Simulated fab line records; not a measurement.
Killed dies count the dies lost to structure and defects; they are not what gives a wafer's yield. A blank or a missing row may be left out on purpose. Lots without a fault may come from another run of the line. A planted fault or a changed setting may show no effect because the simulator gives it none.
Matching of chambers :: flow n5-finfet :: 4 sister chambers for N5_DUMMY_REMOVAL_STRIP_10 on rie-diel-03
The step strips in N2/H2, time 40 s. 16 wafers are shown with their chamber, then 8 later ones without.

WAFERS PAIRED WITH THEIR CHAMBERS
wafer: L075.1
chamber: 1
showerhead-plenum-p-Torr (Torr): 3.21
drypump-motor-current-A (A): 5.7
oes-product-au (a.u.): 0.78

wafer: L075.2
chamber: 3
showerhead-plenum-p-Torr (Torr): 3.49
drypump-motor-current-A (A): 5.7
oes-product-au (a.u.): 0.71

wafer: L075.5
chamber: 3
showerhead-plenum-p-Torr (Torr): 3.49
drypump-motor-current-A (A): 5.7
oes-product-au (a.u.): 0.70

wafer: L077.2
chamber: 1
showerhead-plenum-p-Torr (Torr): 3.21
drypump-motor-current-A (A): 5.7
oes-product-au (a.u.): 0.77

wafer: L077.3
chamber: 3
showerhead-plenum-p-Torr (Torr): 3.49
drypump-motor-current-A (A): 5.7
oes-product-au (a.u.): 0.70

wafer: L077.4
chamber: 2
showerhead-plenum-p-Torr (Torr): 3.43
drypump-motor-current-A (A): 6.6
oes-product-au (a.u.): 0.67

wafer: L079.2
chamber: 3
showerhead-plenum-p-Torr (Torr): 3.49
drypump-motor-current-A (A): 5.8
oes-product-au (a.u.): 0.71

wafer: L079.3
chamber: 1
showerhead-plenum-p-Torr (Torr): 3.20
drypump-motor-current-A (A): 5.7
oes-product-au (a.u.): 0.78

wafer: L079.6
chamber: 2
showerhead-plenum-p-Torr (Torr): 3.43
drypump-motor-current-A (A): 6.6
oes-product-au (a.u.): 0.68

wafer: L082.1
chamber: 1
showerhead-plenum-p-Torr (Torr): 3.20
drypump-motor-current-A (A): 5.7
oes-product-au (a.u.): 0.77

wafer: L082.2
chamber: 3
showerhead-plenum-p-Torr (Torr): 3.49
drypump-motor-current-A (A): 5.7
oes-product-au (a.u.): 0.70

wafer: L082.3
chamber: 0
showerhead-plenum-p-Torr (Torr): 3.34
drypump-motor-current-A (A): 6.2
oes-product-au (a.u.): 0.70

wafer: L083.2
chamber: 3
showerhead-plenum-p-Torr (Torr): 3.49
drypump-motor-current-A (A): 5.7
oes-product-au (a.u.): 0.70

wafer: L083.5
chamber: 3
showerhead-plenum-p-Torr (Torr): 3.49
drypump-motor-current-A (A): 5.7
oes-product-au (a.u.): 0.70

wafer: L083.6
chamber: 2
showerhead-plenum-p-Torr (Torr): 3.43
drypump-motor-current-A (A): 6.6
oes-product-au (a.u.): 0.68

wafer: L085.1
chamber: 1
showerhead-plenum-p-Torr (Torr): 3.20
drypump-motor-current-A (A): 5.7
oes-product-au (a.u.): 0.77

SIGNATURES (averages over the wafers above)
reading: showerhead-plenum-p-Torr
chamber 0: 3.3400
chamber 1: 3.2040
chamber 2: 3.4300
chamber 3: 3.4900
scatter within a chamber: 0.00316

reading: drypump-motor-current-A
chamber 0: 6.200
chamber 1: 5.700
chamber 2: 6.600
chamber 3: 5.714
scatter within a chamber: 0.0267

reading: oes-product-au
chamber 0: 0.7000
chamber 1: 0.7740
chamber 2: 0.6767
chamber 3: 0.7029
scatter within a chamber: 0.00524
Rule: for each reading, subtract the chamber's mean from the wafer's reading, divide by that reading's scatter and square the result; add these up over the readings and take the root, which gives the wafer's distance from the chamber. The wafer belongs to the nearest chamber; if the next one is less than 2 further off, it can't be placed. The scatter: take each reading less its chamber's mean, square it, sum over the shown wafers, divide by the number of wafers less the number of chambers, and take the root.

WAFERS WITH NO CHAMBER GIVEN
wafer: L085.4
showerhead-plenum-p-Torr (Torr): 3.20
drypump-motor-current-A (A): 5.7
oes-product-au (a.u.): 0.77

wafer: L085.5
showerhead-plenum-p-Torr (Torr): 3.49
drypump-motor-current-A (A): 5.7
oes-product-au (a.u.): 0.70

wafer: L088.2
showerhead-plenum-p-Torr (Torr): 3.19
drypump-motor-current-A (A): 5.7
oes-product-au (a.u.): 0.76

wafer: L088.5
showerhead-plenum-p-Torr (Torr): 3.48
drypump-motor-current-A (A): 5.7
oes-product-au (a.u.): 0.70

wafer: L088.6
showerhead-plenum-p-Torr (Torr): 3.19
drypump-motor-current-A (A): 5.7
oes-product-au (a.u.): 0.76

wafer: L094.1
showerhead-plenum-p-Torr (Torr): 3.33
drypump-motor-current-A (A): 6.2
oes-product-au (a.u.): 0.96

wafer: L094.5
showerhead-plenum-p-Torr (Torr): 3.33
drypump-motor-current-A (A): 6.2
oes-product-au (a.u.): 0.97

wafer: L094.6
showerhead-plenum-p-Torr (Torr): 3.47
drypump-motor-current-A (A): 5.7
oes-product-au (a.u.): 0.68

WHICH CHAMBER EACH WENT THROUGH
wafer: L085.4
from the rows above: 1
in truth: 1

wafer: L085.5
from the rows above: 3
in truth: 3

wafer: L088.2
from the rows above: 1
in truth: 1

wafer: L088.5
from the rows above: 3
in truth: 3

wafer: L088.6
from the rows above: 1
in truth: 1

wafer: L094.1
from the rows above: 0
in truth: 0

wafer: L094.5
from the rows above: 0
in truth: 0

wafer: L094.6
from the rows above: 3
in truth: 3
Placed correctly: 8 of 8. Not placeable from these rows: 0. Placed wrongly: 0.
